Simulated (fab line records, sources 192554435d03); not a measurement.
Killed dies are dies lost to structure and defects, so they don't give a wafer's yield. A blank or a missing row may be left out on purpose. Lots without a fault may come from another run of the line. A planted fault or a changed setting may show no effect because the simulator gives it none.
Split-lot experiment | flow n5_finfet | 7 lots, 39 wafers read, on a route of 1938 steps

THE SPLIT
At N5_HKMG_FIN_ALD_72 (deposits W, target thk 2 nm, pulse time 1 s, purge time 2 s), the setting ald_cycles was moved away from the recipe's 7 on 18 of the 39 wafers read, by -42.9% to +42.9%. The other wafers ran this setting at the recipe's value.

The reading is taken at the split's own step.

THE READING
W_of_HKMG_FIN_ALD_72.thk_nm (the simulator's own value, which no gauge read), in nm, at N5_HKMG_FIN_ALD_72 (deposits W, target thk 2 nm, pulse time 1 s, purge time 2 s). The file gives no usual value for it. The 21 wafers here that ran the recipe average 2.1 nm, standard deviation 0.11 nm.

wafer  | tool, chamber at the split | ald_cycles as run | against the recipe | W_of_HKMG_FIN_ALD_72.thk_nm, nm | against lot-mates on the recipe
L074.1 | cvd_w-02, 1,0,1            | 4                 | -42.9%             | 1                               | -0.9
L074.2 | cvd_w-02, 1,0,1            | 4                 | -42.9%             | 1                               | -0.9
L074.3 | cvd_w-02, 1,0,1            | 4                 | -42.9%             | 1                               | -0.9
L074.4 | cvd_w-02, 0                | 7                 | recipe             | 2                               | -
L074.5 | cvd_w-02, 0                | 7                 | recipe             | 2                               | -
L074.6 | cvd_w-02, 1                | 7                 | recipe             | 1.8                             | -
L078.1 | cvd_w-01, 0,1              | 9                 | +28.6%             | 2.6                             | +0.5
L078.2 | cvd_w-01, 0,1              | 9                 | +28.6%             | 2.6                             | +0.5
L078.3 | cvd_w-01, 1                | 9                 | +28.6%             | 2.8                             | +0.7
L078.4 | cvd_w-01, 0                | 7                 | recipe             | 2.2                             | -
L078.6 | cvd_w-01, 0                | 7                 | recipe             | 2.2                             | -
L078.5 | cvd_w-01, 1                | 7                 | recipe             | 2                               | -
L093.1 | cvd_w-01, 1,0,1            | 7                 | recipe             | 2                               | -
L093.5 | cvd_w-01, 1,0,1            | 7                 | recipe             | 2                               | -
L093.6 | cvd_w-01, 1,0,1            | 7                 | recipe             | 2                               | -
L093.2 | cvd_w-01, 0                | 5                 | -28.6%             | 1.4                             | -0.6
L093.3 | cvd_w-01, 0                | 5                 | -28.6%             | 1.4                             | -0.6
L093.4 | cvd_w-01, 1                | 5                 | -28.6%             | 1.2                             | -0.8
L094.1 | cvd_w-01, 1                | 8                 | +14.3%             | 2.4                             | +0.3
L094.3 | cvd_w-01, 1                | 8                 | +14.3%             | 2.4                             | +0.3
L094.5 | cvd_w-01, 1                | 8                 | +14.3%             | 2.4                             | +0.3
L094.2 | cvd_w-01, 0                | 7                 | recipe             | 2                               | -
L094.6 | cvd_w-01, 0                | 7                 | recipe             | 2                               | -
L094.4 | cvd_w-01, 0                | 7                 | recipe             | 2.2                             | -
L095.1 | cvd_w-01, 0                | 10                | +42.9%             | 2.8                             | +0.7
L095.2 | cvd_w-01, 1                | 10                | +42.9%             | 3                               | +0.9
L095.5 | cvd_w-01, 1                | 10                | +42.9%             | 3                               | +0.9
L095.3 | cvd_w-01, 1,0              | 7                 | recipe             | 2.2                             | -
L095.6 | cvd_w-01, 1,0              | 7                 | recipe             | 2.2                             | -
L095.4 | cvd_w-01, 0                | 7                 | recipe             | 2                               | -
L096.2 | cvd_w-01, 0                | 7                 | recipe             | 2.2                             | -
L096.3 | cvd_w-01, 1                | 7                 | recipe             | 2                               | -
L096.6 | cvd_w-01, 1                | 7                 | recipe             | 2                               | -
L097.1 | cvd_w-01, 0                | 10                | +42.9%             | 2.8                             | +0.7
L097.2 | cvd_w-01, 1                | 7                 | recipe             | 2                               | -
L097.3 | cvd_w-01, 0                | 10                | +42.9%             | 3                               | +0.9
L097.6 | cvd_w-01, 0                | 10                | +42.9%             | 3                               | +0.9
L097.4 | cvd_w-01, 1                | 7                 | recipe             | 2.2                             | -
L097.5 | cvd_w-01, 1                | 7                 | recipe             | 2.2                             | -
Where a row lists several chambers, the file gives one row for several wafers and doesn't say which wafer went through which chamber.

THE FIT
A straight line over all 39 wafers: W_of_HKMG_FIN_ALD_72.thk_nm changes by +0.0224 nm for each +1% of ald_cycles; r = +0.98; the points scatter about the line by 0.11 nm.
The same after taking each lot's own level away (the mean of its wafers on the recipe; 39 wafers): +0.0203 nm for each +1%; r = +0.98; scatter 0.093 nm.
On that fit, the largest move of ald_cycles shifts the reading by 0.87 nm.
The lots' own levels span 1.93 to 2.13 nm, that is 1.8 times the standard deviation above.
So the lot-to-lot level changes the slope: the two fits differ.
Check: with one of the wafers moved furthest among these (-42.9%) left out of the fit, the line predicts -0.885 nm for it against its lot-mates. It came out at -0.933 nm against them.

OTHER SPLITS ON THESE WAFERS
These wafers also went through other splits before the reading. Each is held against what the fit with the lots' levels taken away leaves over:
other split on the same wafers       | wafers away from the commonest value | r with W_of_HKMG_FIN_ALD_72.thk_nm (lot level and that fit taken away)
N5_FIN_SAQP_ALD_61 ald_cycles        | 15                                   | -0.05
N5_DUMMY_GATE_ETCH_31 target_depth_a | 15                                   | +0.10
N5_HKMG_FIN_ALD_75 target_thk_a      | 12                                   | -0.17

THE FILE'S OWN FIT
W_of_HKMG_FIN_ALD_72.thk_nm changes by +0.0201 nm for each +1% of ald_cycles, r = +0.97.
